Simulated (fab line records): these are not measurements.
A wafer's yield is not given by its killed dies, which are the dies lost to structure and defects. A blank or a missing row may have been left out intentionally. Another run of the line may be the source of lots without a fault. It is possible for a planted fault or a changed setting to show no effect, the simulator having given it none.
Which tool was responsible? -- flow n5_finfet -- Sampling: 11 lots, 31 wafers, 4 of 1938 route steps

== WHAT EACH GAUGE READ, for each wafer ==
N5_BEOL_M8_THK_MEAS_01.
lot,measured,on,M8_ILD_THK (nm)
L207,day 10 09:32,film_metro-02,151.4 151.3 153.9
L209,day 10 12:12,film_metro-02,153.7 154.4 155.2
L211,day 11 00:22,film_metro-02,152.4 158.0 154.0
L210,day 11 02:26,film_metro-02,152.7 157.2 154.1
L213,day 11 13:01,film_metro-01,153.0 154.0 157.2
L214,day 11 21:53,film_metro-01,154.7 154.3 158.1
L218,day 13 03:32,film_metro-02,150.8 153.7 151.5
L222,day 14 11:31,film_metro-01,157.4 151.2 157.1
L226,day 15 08:07,film_metro-01,154.2 181.0
L228,day 15 22:32,film_metro-02,152.3 183.2
L229,day 16 01:10,film_metro-01,150.2 149.3 149.3

== WHICH TOOL RAN EACH LOT (tool, then ch and the chambers of the sampled wafers, then the start) ==
lot,N5_BEOL_M7_ANNEAL_51,N5_BEOL_M7_DEP_56,N5_BEOL_M8_ILD_DEP_00
L207,"rtp_anneal-02 ch 0, day 10 08:09","pecvd-01 ch 0,1,2, day 10 08:49","pecvd-02 ch 0,1, day 10 08:56"
L209,"rtp_anneal-01 ch 0, day 10 10:49","pecvd-04 ch 1,2, day 10 11:28","pecvd-02 ch 0,1, day 10 11:36"
L211,"rtp_anneal-02 ch 0, day 10 23:05","pecvd-03 ch 0,1, day 10 23:39","pecvd-04 ch 0,1,2, day 10 23:47"
L210,"rtp_anneal-02 ch 0, day 11 01:01","pecvd-04 ch 0,1,2, day 11 01:37","pecvd-02 ch 1,2, day 11 01:45"
L213,"rtp_anneal-02 ch 0, day 11 11:20","pecvd-03 ch 0,1,2, day 11 12:00","pecvd-02 ch 1,2, day 11 12:08"
L214,"rtp_anneal-02 ch 0, day 11 19:26","pecvd-03 ch 1,2, day 11 20:05","pecvd-02 ch 0,1, day 11 20:13"
L218,"rtp_anneal-02 ch 0, day 13 02:05","pecvd-01 ch 0,1,2, day 13 02:44","pecvd-03 ch 0,1,2, day 13 02:53"
L222,"rtp_anneal-01 ch 0, day 14 09:40","pecvd-03 ch 0,1,2, day 14 10:20","pecvd-02 ch 0,1, day 14 10:28"
L226,"rtp_anneal-01 ch 0, day 15 06:07","pecvd-03 ch 0, day 15 06:40","pecvd-02 ch 0,1, day 15 06:48"
L228,"rtp_anneal-01 ch 0, day 15 21:01","pecvd-04 ch 0,1, day 15 21:41","pecvd-02 ch 1, day 15 21:49"
L229,"rtp_anneal-01 ch 0, day 15 23:47","pecvd-03 ch 0,1,2, day 16 00:27","pecvd-03 ch 0,1, day 16 00:35"
- N5_BEOL_M7_ANNEAL_51: time 90 s.
- N5_BEOL_M7_DEP_56: deposits SiCN from 3MS/NH3, target thk 10 nm, time 17.5 s.
- N5_BEOL_M8_ILD_DEP_00: deposits SiCOH lowk from DEMS/porogen, target thk 179.75 nm, time 33.4 s.

== AS READ BY THE TOOLS THEMSELVES (means over the sampled wafers that have a number; for cases with no such wafer, the mark the record gives instead) ==
N5_BEOL_M7_ANNEAL_51.
lot,tool,wafer_temp_C_max
L207,rtp_anneal-02,226.3
L209,rtp_anneal-01,225.6
L211,rtp_anneal-02,226.5
L210,rtp_anneal-02,226.6
L213,rtp_anneal-02,226.8
L214,rtp_anneal-02,226.4
L218,rtp_anneal-02,226.1
L222,rtp_anneal-01,225.8
L226,rtp_anneal-01,225.7
L228,rtp_anneal-01,225.5
L229,rtp_anneal-01,225.8

N5_BEOL_M7_DEP_56.
lot,tool,showerhead_plenum_p_Torr (Torr),throttle_valve_pct (%)
L207,pecvd-01,3.665,9.6
L209,pecvd-04,3.671,8.6
L211,pecvd-03,3.667,9.9
L210,pecvd-04,3.680,8.9
L213,pecvd-03,3.664,9.2
L214,pecvd-03,3.672,9.3
L218,pecvd-01,3.667,9.6
L222,pecvd-03,3.662,9.3
L226,pecvd-03,3.652,9.6
L228,pecvd-04,3.668,9.0
L229,pecvd-03,3.661,9.5

N5_BEOL_M8_ILD_DEP_00.
lot,tool,heater_power_w (W),showerhead_plenum_p_Torr (Torr),throttle_valve_pct (%)
L207,pecvd-02,270,5.726,14.2
L209,pecvd-02,280,5.723,14.0
L211,pecvd-04,289,5.748,13.6
L210,pecvd-02,302,5.742,13.5
L213,pecvd-02,270,5.741,14.3
L214,pecvd-02,280,5.727,14.2
L218,pecvd-03,316,5.740,14.1
L222,pecvd-02,272,5.732,14.1
L226,pecvd-02,297,5.738,13.8
L228,pecvd-02,280,5.739,14.8
L229,pecvd-03,299,5.749,15.1

== THE ANSWER, worked out from the rows above alone ==
Rule: usual is defined by the lots themselves. Put in order of their means at a reading, lots are off if they are a third of the lots or fewer, leave a main group of 4 or more, and stand apart from it by a gap of 3 or more times the standard deviation of the main group's means; of several such gaps the widest counts. If all means in a main group match to the digits the tables above print for the reading, that group is not used. A lot without any number at a reading at which 4 lots or more have one is off too. The other lots that the step has rows for count as sound. First the gauges in route order, then the tools' own readings, where a lot's mean is used as printed above. The first step at which some lot is off is used, and at that step the reading that is off furthest; a lot without a number counts as furthest.
Off: L226, L228, at N5_BEOL_M8_THK_MEAS_01 (M8_ILD_THK). For the main group the mean is 153.7 nm and the standard deviation 1.9.
If a tool, at a process step before that reading, ran all the lots that are off and no sound lot after the first of them, it fits. Gauges at N5_BEOL_M8_THK_MEAS_01: tried the same way as those tools. One fits: N5_BEOL_M8_ILD_DEP_00 on pecvd-02. Its last sound lot is L222 (day 14 10:28), its first lot that is off L226 (day 15 06:48): a fault that began between those two fits.

== WHAT HAD BEEN PUT IN BY THE SIMULATOR ==
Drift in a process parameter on pecvd-02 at N5_BEOL_M8_ILD_DEP_00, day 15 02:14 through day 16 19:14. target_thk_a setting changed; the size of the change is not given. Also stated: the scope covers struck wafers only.
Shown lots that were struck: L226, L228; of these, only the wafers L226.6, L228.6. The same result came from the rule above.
